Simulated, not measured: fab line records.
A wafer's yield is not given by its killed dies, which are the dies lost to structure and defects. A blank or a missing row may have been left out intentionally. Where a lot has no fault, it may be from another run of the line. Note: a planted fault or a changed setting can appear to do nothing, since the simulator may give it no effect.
Split-lot study	flow n5 finfet	on a route of 1938 steps: 7 lots, 21 wafers read

## THE SPLIT ITSELF
At N5_BEOL_M15_ETCH_61 (etches BARC in N2/H2, target depth 89 nm, overetch 26.7 nm, time 67.9 s), the setting time s was moved away from the recipe's 67.9 s on 9 of the 21 wafers read, by -16.5% to +21.5%. This setting was run at the recipe's value on the other wafers.

The reading comes from the split's own step.

## THE READING
coat_of_BEOL_M15_COAT_22.thk nm (the simulator's own value, which no gauge read), in nm, at N5_BEOL_M15_ETCH_61 (etches BARC in N2/H2, target depth 89 nm, overetch 26.7 nm, time 67.9 s). There is no usual value for it anywhere in the file. The 12 wafers here that ran the recipe average 718.0 nm, standard deviation 3.9 nm.

wafer	tool, chamber at the split	time s as run, s	against the recipe	coat_of_BEOL_M15_COAT_22.thk nm, nm	against lot-mates on the recipe
L074.1	rie diel-03, 3	57.72	-15.0%	733	+13.6
L074.5	rie diel-03, 3	57.72	-15.0%	732	+12.6
L074.6	rie diel-03, 2	67.9	recipe	719.4	-
L075.2	rie diel-02, 2	56.72	-16.5%	727.6	+10.8
L075.5	rie diel-02, 2	67.9	recipe	718.6	-
L075.6	rie diel-02, 3	67.9	recipe	715	-
L076.3	rie diel-02, 0,1	72.45	+6.7%	713.8	no lot-mate on the recipe
L076.4	rie diel-02, 0,1	72.45	+6.7%	713.8	no lot-mate on the recipe
L076.5	rie diel-02, 3	72.45	+6.7%	710.2	no lot-mate on the recipe
L083.1	rie diel-02, 0	57.54	-15.3%	730	+5.8
L083.4	rie diel-02, 3	57.54	-15.3%	732.2	+8.0
L083.5	rie diel-02, 2	67.9	recipe	724.2	-
L091.3	rie diel-02, 1	67.9	recipe	717.4	-
L091.4	rie diel-02, 3	67.9	recipe	718.4	-
L091.5	rie diel-02, 3	67.9	recipe	720.4	-
L094.1	rie diel-03, 3	67.9	recipe	712.8	-
L094.2	rie diel-03, 1	82.48	+21.5%	702.4	-9.1
L094.3	rie diel-03, 0	67.9	recipe	710.2	-
L093.2	rie diel-02, 0	67.9	recipe	723	-
L093.3	rie diel-02, 1	67.9	recipe	715.8	-
L093.4	rie diel-02, 3	67.9	recipe	721	-
Rows listing several chambers each stand for several wafers; the file does not say which wafer went through which chamber.

THE FIT
A straight line over all 21 wafers: coat_of_BEOL_M15_COAT_22.thk nm changes by -0.801 nm for each +1% of time s; r = -0.91; the points scatter about the line by 3.4 nm.
The same after taking each lot's own level away (the mean of its wafers on the recipe; 18 wafers): -0.574 nm for each +1%; r = -0.91; scatter 2.5 nm.
The reading moves by 12 nm for the largest change in time s, on that fit.
From 711.50 to 724.20 nm: that is the span of the lots' own levels, equal to 3.3 times the standard deviation above.
Hence the slope depends on the lot-to-lot level, as the two fits are not the same.
Check: -14.1 nm against its lot-mates is what the line predicts for one of the wafers moved furthest among these (+21.5%) when that wafer is left out of the fit. Against them it came out at -9.1 nm.

## OTHER SPLITS APPLIED TO THESE WAFERS
Other splits were also applied to these wafers ahead of the reading. Each is held against what the fit with the lots' levels taken away leaves over:
other split on the same wafers	wafers away from the commonest value	r with coat_of_BEOL_M15_COAT_22.thk nm (lot level and that fit taken away)
N5_BEOL_M10_COAT_60 spin rpm	6	+0.18
N5_BEOL_M12_COAT_04 spin rpm	11	+0.15
N5_BEOL_M13_ETCH_59 bias w	9	-0.29
N5_BEOL_M14_COAT_66 spin rpm	11	-0.07
N5_BEOL_M14_PEB_26 peb temp c	5	+0.03

## THE FILE'S OWN FIT
coat_of_BEOL_M15_COAT_22.thk nm changes by -0.567 nm for each +1% of time s, r = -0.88.
